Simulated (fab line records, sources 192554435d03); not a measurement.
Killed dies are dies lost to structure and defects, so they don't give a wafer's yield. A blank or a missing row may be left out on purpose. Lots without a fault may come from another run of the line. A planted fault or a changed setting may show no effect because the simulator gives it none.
One fault seen from 3 desks | flow n5_finfet | each desk has only its own numbers; what lay behind them comes last

THE DEFECT DESK
What the inspections along the route counted, lot by lot: means of the sampled wafers that have a number. A lot is out of limits, marked OUT, if its mean lies more than 4 standard deviations from the usual mean; the brackets give that distance.
Columns: A = raw_defect_count at N5_SDB_INSPECT_36, usual 37; B = raw_defect_count at N5_DUMMY_REMOVAL_INSPECT_06, usual 13; C = raw_defect_count at N5_HKMG_FIN_INSPECT_61, usual 2.1
lot  | first seen here | A  | B  | C
L180 | day 4 21:36     | 24 | 15 | 1.0
L182 | day 5 05:30     | 29 | 11 | 1.3
L183 | day 5 11:04     | 17 | 10 | 1.3
L188 | day 6 20:00     | 44 | 6  | 2.5
L198 | day 9 03:14     | 38 | 8  | 2.0
This desk's finding: nothing out of limits on any of the 5 lots.

THE TOOL OWNER'S DESK: ald_hk-02
The tool's own readings at N5_HKMG_FIN_ALD_74 (deposits La2O3, target thk 0.5 nm, pulse time 6 s, co reactant pulse time 1 s): means of the sampled wafers that have a number, for each lot that ran on this tool. A lot is out of limits, marked OUT, if its mean lies more than 4 standard deviations from the usual mean; the brackets give that distance.
Columns: A = heater_power_w at N5_HKMG_FIN_ALD_74, usual 358 W; B = precursor_pulse_height_rel at N5_HKMG_FIN_ALD_74, usual 0.998
lot  | first seen here | A   | B
L180 | day 4 22:48     | 356 | 0.992
L182 | day 5 06:40     | 345 | 1.001
L188 | day 6 21:11     | 358 | 0.997
This desk's finding: nothing out of limits on any of the 3 lots.

THE METROLOGY DESK
What the gauges read, lot by lot, whatever tool the lot ran on: means of the sampled wafers that have a number. A lot is out of limits, marked OUT, if its mean lies more than 4 standard deviations from the usual mean; the brackets give that distance. Of its 13 readings 7 are shown: those that lie furthest out on some lot.
Columns: A = NDIPOLE_OVL at N5_HKMG_FIN_OVL_MEAS_50, usual 0.1 nm; B = DIBL_N at N5_BEOL_M4_RC_MEAS_101, usual 36.3 mV/V; C = ION_N at N5_BEOL_M4_RC_MEAS_101, usual 675 uA/um; D = ION_P at N5_BEOL_M4_RC_MEAS_101, usual 463 uA/um; E = VT_N at N5_BEOL_M4_RC_MEAS_101, usual 250 mV; F = VT_N_LVT at N5_BEOL_M4_RC_MEAS_101, usual 99 mV; G = VT_P at N5_BEOL_M4_RC_MEAS_101, usual -250 mV
lot  | first seen here | A    | B    | C   | D   | E   | F   | G
L180 | day 4 23:13     | -0.4 | 37.3 | 664 | 457 | 254 | 100 | -252
L182 | day 5 07:05     | 1.0  | 37.8 | 686 | 461 | 247 | 95  | -249
L183 | day 5 12:35     | 0.5  | 36.3 | 673 | 460 | 252 | 100 | -250
L188 | day 6 21:37     | -1.2 | 36.2 | 684 | 459 | 246 | 91  | -254
L198 | day 9 04:50     | 0.2  | 37.5 | 666 | 454 | 254 | 102 | -253
This desk's finding: nothing out of limits on any of the 5 lots.

PUT TOGETHER
The defect desk saw nothing out of limits.
The tool owner's desk saw nothing out of limits.
The metrology desk saw nothing out of limits.

WHAT THE SIMULATOR HAD PUT IN
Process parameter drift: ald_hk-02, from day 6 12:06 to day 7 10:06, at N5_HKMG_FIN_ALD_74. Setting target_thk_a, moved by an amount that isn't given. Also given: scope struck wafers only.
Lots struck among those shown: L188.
